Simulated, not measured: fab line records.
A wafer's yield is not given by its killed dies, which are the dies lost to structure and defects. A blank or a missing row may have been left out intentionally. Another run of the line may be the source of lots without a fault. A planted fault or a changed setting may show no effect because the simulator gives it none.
What tool caused it? | flow nandHarc | 12 lots with 36 wafers sampled at 6 steps, on a route of 1302 steps

== WHAT THE GAUGES READ, wafer by wafer ==
NHARC_P_ZERO_WELL_CD_MEAS_37: target cd 720 nm.
lot  | measured     | on       | cdNm (nm)
L832 | day 2 00:07  | cdSem-02 | 717.2 720.3 717.4
L833 | day 2 10:01  | cdSem-02 | 719.8 721.1 719.4
L835 | day 3 06:33  | cdSem-02 | 720.9 720.8 720.1
L838 | day 4 12:16  | cdSem-01 | 723.1 722.7 722.6
L839 | day 5 02:10  | cdSem-01 | 717.5 717.5 720.2
L841 | day 5 18:06  | cdSem-03 | 716.0 719.6 719.8
L849 | day 9 02:06  | cdSem-03 | 718.5 717.8 722.8
L850 | day 9 12:01  | cdSem-03 | 720.0 719.8 722.7
L851 | day 9 22:17  | cdSem-02 | 721.3 721.6 719.1
L852 | day 10 08:28 | cdSem-02 | 719.8 720.6 724.0
L853 | day 10 18:10 | cdSem-02 | 721.0 719.4 717.5
L855 | day 11 14:13 | cdSem-02 | 716.7 715.6 720.0

NHARC_P_ZERO_WELL_CD_MEAS_52: target cd 2000 nm.
lot  | measured     | on       | cdNm (nm)
L832 | day 2 01:38  | cdSem-01 | 1997.6 1998.6 1998.4
L833 | day 2 11:35  | cdSem-03 | 1996.0 2000.1 1997.2
L835 | day 3 09:35  | cdSem-02 | 2002.4 2002.9 1999.8
L838 | day 4 13:49  | cdSem-02 | 2000.8 1994.0 1999.6
L839 | day 5 03:48  | cdSem-03 | 2000.7 2001.0 2000.3
L841 | day 5 19:44  | cdSem-03 | 1898.9 1895.7 1898.9
L849 | day 9 03:44  | cdSem-01 | 2001.2 1999.9 2002.4
L850 | day 9 13:40  | cdSem-01 | 1999.8 1995.0 1998.5
L851 | day 9 23:57  | cdSem-03 | 1997.0 1998.3 1999.4
L852 | day 10 10:25 | cdSem-02 | 1997.4 1998.2 1999.2
L853 | day 10 19:48 | cdSem-02 | 1999.5 1998.4 2000.4
L855 | day 11 15:55 | cdSem-02 | 2001.5 2000.4 2000.9

NHARC_END_SORT_01.
lot  | measured     | on        | killedAtArray | killedAtOther | killedAtPeriphery | killedDies | killedOpen | killedShort
L850 | day 33 04:34 | prober-01 | 25 23 32      | 1 1 3         | 3 6 4             | 29 30 39   | 2 3 4      | 1 3 4

== TOOL THAT RAN EACH LOT (tool first, then ch and the chambers of the sampled wafers, then the start) ==
lot  | NHARC_P_ZERO_WELL_EXPOSE_49      | NHARC_P_ZERO_WELL_DESCUM_54       | NHARC_P_GATE_DESCUM_13
L832 | krfScanner-04 ch 0, day 2 01:28  | rieDiel-09 ch 0,2,3, day 2 01:47  | rieDiel-11 ch 0,1,3, day 4 14:29
L833 | krfScanner-04 ch 0, day 2 11:26  | rieDiel-13 ch 0,3, day 2 11:45    | rieDiel-11 ch 0,2,3, day 4 18:44
L835 | krfScanner-04 ch 0, day 3 09:25  | rieDiel-06 ch 0,2,3, day 3 09:44  | rieDiel-04 ch 1,2, day 5 14:31
L838 | krfScanner-03 ch 0, day 4 13:40  | rieDiel-06 ch 1,2,3, day 4 13:58  | rieDiel-04 ch 0,2, day 6 20:05
L839 | krfScanner-04 ch 0, day 5 03:38  | rieDiel-09 ch 1,2,3, day 5 03:58  | rieDiel-11 ch 1,2,3, day 7 11:16
L841 | krfScanner-02 ch 0, day 5 19:35  | rieDiel-06 ch 1,3, day 5 19:55    | rieDiel-04 ch 0,1,3, day 8 02:12
L849 | krfScanner-03 ch 0, day 9 03:35  | rieDiel-09 ch 0,3, day 9 03:55    | rieDiel-08 ch 1,2,3, day 11 09:16
L850 | krfScanner-04 ch 0, day 9 13:31  | rieDiel-06 ch 0,1,3, day 9 13:51  | rieDiel-08 ch 2,3, day 11 22:54
L851 | krfScanner-03 ch 0, day 9 23:47  | rieDiel-09 ch 1,2,3, day 10 00:09 | rieDiel-04 ch 0,1, day 12 11:36
L852 | krfScanner-04 ch 0, day 10 10:16 | rieDiel-06 ch 0,1,3, day 10 10:35 | rieDiel-08 ch 0,2, day 12 17:42
L853 | krfScanner-03 ch 0, day 10 19:38 | rieDiel-09 ch 0,2,3, day 10 19:58 | rieDiel-11 ch 0,2, day 13 00:56
L855 | krfScanner-02 ch 0, day 11 15:45 | rieDiel-09 ch 0,1,2, day 11 16:05 | rieDiel-08 ch 1,2,3, day 13 20:25
- NHARC_P_ZERO_WELL_EXPOSE_49: exposes mask P HVPW, target cd 2000 nm.
- NHARC_P_ZERO_WELL_DESCUM_54: chemistry O2, time 3 s.
- NHARC_P_GATE_DESCUM_13: chemistry O2, time 3 s.

== WHAT THE TOOLS THEMSELVES READ (means of the sampled wafers that have a number; where no wafer has one, the mark that the record gives instead) ==
NHARC_P_ZERO_WELL_DESCUM_54.
lot  | tool       | drypumpMotorCurrentA (A) | mfcArSccm (sccm) | oesProductAu (a.u.) | rfVppV (V) | showerheadPlenumPTorr (Torr) | throttleValvePct (%)
L832 | rieDiel-09 | 5.3                      | 0.020            | 0.995               | 57.7       | 1.83                         | 11.317
L833 | rieDiel-13 | 5.9                      | 0.002            | 0.998               | 57.7       | 1.94                         | 11.317
L835 | rieDiel-06 | 5.5                      | 0.000            | 0.977               | 56.7       | 1.87                         | 11.322
L838 | rieDiel-06 | 5.2                      | 0.005            | 1.000               | 58.0       | 1.83                         | 11.305
L839 | rieDiel-09 | 5.5                      | 0.012            | 0.996               | 57.7       | 1.88                         | 11.315
L841 | rieDiel-06 | 5.2                      | 0.011            | 1.005               | 56.9       | 1.79                         | 11.314
L849 | rieDiel-09 | 5.5                      | 0.026            | 0.992               | 57.9       | 2.01                         | 11.303
L850 | rieDiel-06 | 5.4                      | 0.005            | 1.000               | 57.0       | 1.82                         | 11.307
L851 | rieDiel-09 | 5.5                      | 0.012            | 0.998               | 58.8       | 1.86                         | 11.309
L852 | rieDiel-06 | 5.4                      | 0.005            | 1.002               | 57.8       | 1.82                         | 11.311
L853 | rieDiel-09 | 5.3                      | 0.020            | 0.999               | 57.0       | 1.92                         | 11.317
L855 | rieDiel-09 | 5.6                      | 0.011            | 1.000               | 57.9       | 1.92                         | 11.306

NHARC_P_GATE_DESCUM_13.
lot  | tool       | drypumpMotorCurrentA (A) | mfcArSccm (sccm) | oesProductAu (a.u.) | rfVppV (V) | showerheadPlenumPTorr (Torr) | throttleValvePct (%)
L832 | rieDiel-11 | 5.8                      | 0.021            | 0.989               | 58.6       | 1.93                         | 11.307
L833 | rieDiel-11 | 5.7                      | 0.018            | 0.986               | 58.1       | 1.93                         | 11.320
L835 | rieDiel-04 | 5.6                      | 0.000            | 1.021               | 57.4       | 1.95                         | 11.305
L838 | rieDiel-04 | 5.3                      | 0.000            | 0.987               | 58.0       | 1.92                         | 11.304
L839 | rieDiel-11 | 5.7                      | 0.025            | 0.984               | 58.6       | 1.95                         | 11.303
L841 | rieDiel-04 | 5.5                      | 0.000            | 1.013               | 57.7       | 1.99                         | 11.305
L849 | rieDiel-08 | 5.5                      | 0.000            | 1.001               | 57.9       | 1.89                         | 11.310
L850 | rieDiel-08 | 5.3                      | 0.000            | 1.011               | 57.4       | 1.88                         | 11.313
L851 | rieDiel-04 | 5.3                      | 0.000            | 1.003               | 58.1       | 1.99                         | 11.311
L852 | rieDiel-08 | 5.2                      | 0.000            | 1.005               | 57.5       | 1.80                         | 11.312
L853 | rieDiel-11 | 5.9                      | 0.024            | 0.986               | 58.0       | 1.89                         | 11.306
L855 | rieDiel-08 | 5.5                      | 0.000            | 1.007               | 57.2       | 1.89                         | 11.309

== THE ANSWER, worked out from the rows above alone ==
Rule: usual is defined by the lots themselves. The widest of any qualifying gaps counts: lots, ordered by their means at a reading, are off when they make up no more than a third of the lots, leave a main group of 4 or more, and stand apart from it by 3 or more times the standard deviation of that group's means. A main group whose means are all the same, to the digits that the tables above print for the reading, isn't used. A lot without any number at a reading at which 4 lots or more have one is off too. Where the step has rows for the other lots, those lots are counted as sound. The gauges are gone through in route order, then the tools' own readings, and for those a lot's mean is taken as printed above. The first step at which some lot is off is used, and at that step the reading that is off furthest; a lot without a number counts as furthest.
Off at NHARC_P_ZERO_WELL_CD_MEAS_52 (cdNm): L841. Mean 1999.3 nm and standard deviation 1.5 in the main group.
A tool fits if, at a process step before that reading, it ran every lot that is off, and no sound lot after the first of them. Those tools and the gauges at NHARC_P_ZERO_WELL_CD_MEAS_52 are tried in the same way. None of those tried fits.

== WHAT THE SIMULATOR HAD PUT IN ==
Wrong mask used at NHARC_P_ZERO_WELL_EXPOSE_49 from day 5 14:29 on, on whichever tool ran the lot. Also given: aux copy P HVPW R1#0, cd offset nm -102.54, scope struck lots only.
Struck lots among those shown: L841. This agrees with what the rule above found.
